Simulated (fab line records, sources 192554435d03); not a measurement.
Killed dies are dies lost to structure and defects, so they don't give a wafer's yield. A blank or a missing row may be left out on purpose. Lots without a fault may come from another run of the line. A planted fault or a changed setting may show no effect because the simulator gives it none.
Chamber matching | flow n5_finfet | N5_MOL_CONTACT_COAG_ALD_133 on ald_sin-01: 4 sister chambers
The step deposits SiO2, target thk 5 nm, pulse time 1 s, co reactant pulse time 1 s. 14 wafers are shown with their chamber, then 7 later ones without.

WAFERS WITH THEIR CHAMBER
wafer  | chamber | heater_power_w (W) | chamber_pressure_Torr (Torr) | precursor_pulse_height_rel
L291.1 | 3       | 80                 | 2.006                        | 0.991
L291.3 | 1       | 81                 | 2.004                        | 1.012
L291.5 | 1       | 83                 | 1.997                        | 0.997
L293.2 | 2       | 95                 | 2.004                        | 0.996
L293.5 | 1       | 82                 | 2.000                        | 0.999
L293.6 | 0       | 71                 | 2.006                        | 0.998
L294.1 | 2       | 95                 | 2.008                        | 1.033
L294.2 | 3       | 81                 | 2.000                        | 0.993
L294.4 | 1       | 82                 | 2.004                        | 0.999
L296.2 | 0       | 71                 | 2.004                        | 1.010
L296.3 | 2       | 96                 | 2.003                        | 0.995
L296.4 | 3       | 80                 | 2.002                        | 1.024
L297.2 | 2       | 97                 | 2.009                        | 1.021
L297.4 | 1       | 80                 | 1.998                        | 0.997

SIGNATURES (means of the wafers above)
reading                    | chamber 0 | chamber 1 | chamber 2 | chamber 3 | scatter within a chamber
heater_power_w             | 71.00     | 81.60     | 95.75     | 80.33     | 0.928
chamber_pressure_Torr      | 2.00500   | 2.00060   | 2.00600   | 2.00267   | 0.003
precursor_pulse_height_rel | 1.00400   | 1.00080   | 1.01125   | 1.00267   | 0.0141
Rule: a wafer's distance from a chamber is the root of the sum, over the readings, of the square of ((its reading less the chamber's mean) divided by the reading's scatter). The wafer belongs to the nearest chamber; if the next one is less than 2 further off, it can't be placed. The scatter: the root of (the sum of the squares of (reading less its chamber's mean) over the shown wafers, divided by (wafers less chambers)).

WAFERS WITHOUT THEIR CHAMBER
wafer  | heater_power_w (W) | chamber_pressure_Torr (Torr) | precursor_pulse_height_rel
L297.5 | 98                 | 2.007                        | 1.010
L307.3 | 79                 | 2.002                        | 0.983
L307.4 | 81                 | 2.005                        | 0.979
L307.6 | 76                 | 2.000                        | 0.988
L308.1 | 78                 | 1.997                        | 0.994
L308.2 | 75                 | 2.003                        | 1.020
L308.5 | 72                 | 2.004                        | 1.023

WHICH CHAMBER EACH WENT THROUGH
wafer  | from the rows above          | in truth
L297.5 | 2                            | 2
L307.3 | can't be placed: 3 or 1      | 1
L307.4 | can't be placed: 3 or 1      | 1
L307.6 | can't be placed: 3 or 0 or 1 | 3
L308.1 | can't be placed: 3 or 1      | 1
L308.2 | can't be placed: 0 or 3      | 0
L308.5 | 0                            | 0
Placed correctly: 2 of 7. Can't be placed from these rows: 5 (the true chamber is among the candidates in 5). Placed wrongly: 0.
